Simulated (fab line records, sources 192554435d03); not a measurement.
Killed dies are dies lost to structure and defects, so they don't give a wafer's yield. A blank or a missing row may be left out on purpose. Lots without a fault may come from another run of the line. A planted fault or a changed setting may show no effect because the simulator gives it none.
Chamber matching | flow n5_finfet | N5_SDB_STRIP_21 on rie_diel-01: 4 sister chambers
The step strips in CF4. 8 wafers are shown with their chamber, then 7 later ones without.

WAFERS WITH THEIR CHAMBER
wafer  | chamber | drypump_motor_current_A (A) | throttle_valve_pct (%)
L078.4 | 0       | 4.9                         | 13.60
L079.1 | 3       | 5.2                         | 13.67
L079.3 | 0       | 4.9                         | 13.58
L081.3 | 2       | 6.4                         | 13.13
L081.5 | 1       | 5.0                         | 13.49
L081.6 | 2       | 6.4                         | 13.12
L086.1 | 3       | 5.2                         | 13.70
L086.3 | 1       | 5.1                         | 13.52

WAFERS WITHOUT THEIR CHAMBER
wafer  | drypump_motor_current_A (A) | throttle_valve_pct (%)
L086.5 | 4.9                         | 13.59
L088.2 | 5.2                         | 13.72
L088.4 | 6.4                         | 13.17
L088.5 | 6.4                         | 13.16
L097.2 | 4.9                         | 13.68
L097.3 | 6.4                         | 13.22
L097.5 | 4.9                         | 13.66

WHICH CHAMBER EACH WENT THROUGH
wafer  | from the rows above | in truth
L086.5 | 0                   | 0
L088.2 | 3                   | 3
L088.4 | 2                   | 2
L088.5 | 2                   | 2
L097.2 | 0                   | 0
L097.3 | 2                   | 2
L097.5 | 0                   | 0
Placed correctly: 7 of 7. Can't be placed from these rows: 0. Placed wrongly: 0.
How it was worked out, from the rows above alone: a wafer's distance from a chamber is the root of the sum, over the readings, of the square of ((its reading less the chamber's mean) divided by the reading's scatter). The wafer belongs to the nearest chamber; if the next one is less than 2 further off, it can't be placed. A chamber's mean is the mean of its shown wafers. The scatter: the root of (the sum of the squares of (reading less its chamber's mean) over the shown wafers, divided by (wafers less chambers)).
